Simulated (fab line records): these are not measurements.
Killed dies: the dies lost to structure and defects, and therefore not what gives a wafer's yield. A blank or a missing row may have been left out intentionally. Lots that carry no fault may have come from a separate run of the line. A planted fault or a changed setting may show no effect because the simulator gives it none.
Which of the tools did it? | flow n5Finfet | 12 lots, 36 wafers sampled, at 6 steps of a route of 1938

== WHAT THE GAUGES SHOWED, per wafer ==
N5_BEOL_M12_RS_MEAS_54: the measuring method here is four-point-probe.
lot  | measured     | on           | M12_RS (ohm/sq)
L075 | day 11 13:05 | filmMetro-02 | 0.0598 0.0595 0.0586
L076 | day 11 18:38 | filmMetro-01 | 0.0604 0.0613 0.0604
L080 | day 12 07:05 | filmMetro-01 | 0.0607 0.0610 0.0606
L081 | day 12 16:11 | filmMetro-02 | 0.0601 0.0590 0.0607
L083 | day 13 06:07 | filmMetro-01 | 0.0603 0.0604 0.0598
L086 | day 13 14:02 | filmMetro-02 | 0.0593 0.0608 0.0592
L087 | day 14 13:10 | filmMetro-02 | 0.0600 0.0611 0.0611
L088 | day 15 00:40 | filmMetro-02 | 0.0604 0.0617 0.0605
L089 | day 15 12:01 | filmMetro-01 | 0.0599 0.0604 0.0590
L093 | day 15 19:24 | filmMetro-02 | 0.0594 0.0598 0.0600
L095 | day 16 13:19 | filmMetro-02 | 0.0604 0.0605 0.0599
L097 | day 17 05:25 | filmMetro-01 | 0.0584 0.0602 0.0604

== WHICH TOOL RAN EACH LOT (tool, then ch and the chambers of the sampled wafers, then the start) ==
lot  | N5_BEOL_M11_SPUTTER_48      | N5_BEOL_M11_ANNEAL_51           | N5_BEOL_M12_DESCUM_15             | N5_BEOL_M12_ETCH_68               | N5_BEOL_M12_ETCH_38
L075 | pvdSputter-03, day 11 05:55 | rtpAnneal-02 ch 0, day 11 06:11 | rieDiel-04 ch 0,1,3, day 11 08:11 | rieDiel-03 ch 0,1,3, day 11 09:22 | rieDiel-02 ch 0,1, day 11 11:07
L076 | pvdSputter-02, day 11 07:59 | rtpAnneal-02 ch 0, day 11 08:30 | rieDiel-03 ch 0,1, day 11 10:02   | rieDiel-03 ch 2,3, day 11 11:08   | rieDiel-03 ch 1,2,3, day 11 16:18
L080 | pvdSputter-02, day 12 00:56 | rtpAnneal-02 ch 0, day 12 01:12 | rieDiel-02 ch 0,3, day 12 02:28   | rieDiel-02 ch 2,3, day 12 03:40   | rieDiel-02 ch 0,1,3, day 12 05:35
L081 | pvdSputter-01, day 12 06:45 | rtpAnneal-01 ch 0, day 12 07:15 | rieDiel-02 ch 0,1,2, day 12 08:38 | rieDiel-03 ch 0,2,3, day 12 09:51 | rieDiel-02 ch 1,2, day 12 14:05
L083 | pvdSputter-03, day 12 19:38 | rtpAnneal-02 ch 0, day 12 20:19 | rieDiel-03 ch 0,3, day 12 22:05   | rieDiel-03 ch 1,3, day 12 23:14   | rieDiel-04 ch 2,3, day 13 04:06
L086 | pvdSputter-01, day 13 07:01 | rtpAnneal-02 ch 0, day 13 07:14 | rieDiel-04 ch 0,1,3, day 13 08:51 | rieDiel-04 ch 0,1,3, day 13 10:18 | rieDiel-03 ch 1,2,3, day 13 11:54
L087 | pvdSputter-02, day 14 05:11 | rtpAnneal-01 ch 0, day 14 06:15 | rieDiel-02 ch 0,1,2, day 14 08:04 | rieDiel-02 ch 0,1,2, day 14 09:17 | rieDiel-03 ch 0,1,2, day 14 11:40
L088 | pvdSputter-03, day 14 13:39 | rtpAnneal-02 ch 0, day 14 14:02 | rieDiel-04 ch 1,2,3, day 14 15:20 | rieDiel-04 ch 1,2,3, day 14 16:44 | rieDiel-02 ch 0,2,3, day 14 22:31
L089 | pvdSputter-02, day 15 05:58 | rtpAnneal-02 ch 0, day 15 06:33 | rieDiel-03 ch 1,2,3, day 15 07:52 | rieDiel-04 ch 0,1,3, day 15 09:10 | rieDiel-02 ch 0,2,3, day 15 10:16
L093 | pvdSputter-01, day 15 13:21 | rtpAnneal-02 ch 0, day 15 13:43 | rieDiel-04 ch 2,3, day 15 14:53   | rieDiel-04 ch 0,1, day 15 15:59   | rieDiel-02 ch 1,2,3, day 15 16:31
L095 | pvdSputter-02, day 16 04:37 | rtpAnneal-02 ch 0, day 16 05:05 | rieDiel-03 ch 2,3, day 16 06:23   | rieDiel-03 ch 0,2,3, day 16 07:29 | rieDiel-03 ch 0,1,3, day 16 11:11
L097 | pvdSputter-02, day 16 22:08 | rtpAnneal-01 ch 0, day 16 22:22 | rieDiel-04 ch 0,3, day 16 23:56   | rieDiel-02 ch 0,1,3, day 17 01:08 | rieDiel-03 ch 0,2,3, day 17 03:46
- N5_BEOL_M11_SPUTTER_48: material Cu, target thk 12 nm, time 2 s.
- N5_BEOL_M11_ANNEAL_51: time 90 s.
- N5_BEOL_M12_DESCUM_15: chemistry O2, time 7.9 s.
- N5_BEOL_M12_ETCH_68: etches SOC in N2/H2, time 285 s.
- N5_BEOL_M12_ETCH_38: etches SiCN in CF4/N2, target depth 68.7 nm, time 73.4 s.

== THE ANSWER, worked out from the rows above alone ==
Rule: the usual values come from the lots themselves. Put in order of their means at a reading, lots are off if they are a third of the lots or fewer, leave a main group of 4 or more, and stand apart from it by a gap of 3 or more times the standard deviation of the main group's means; of several such gaps the widest counts. A main group is skipped when, at the precision printed for the reading in the tables above, its means are all equal. A lot without any number at a reading at which 4 lots or more have one is off too. Any other lot the step has rows for is counted as sound.
No lot is off on any of the readings shown, so nothing can be concluded from this.

== WHAT THE SIMULATOR HAD PUT IN ==
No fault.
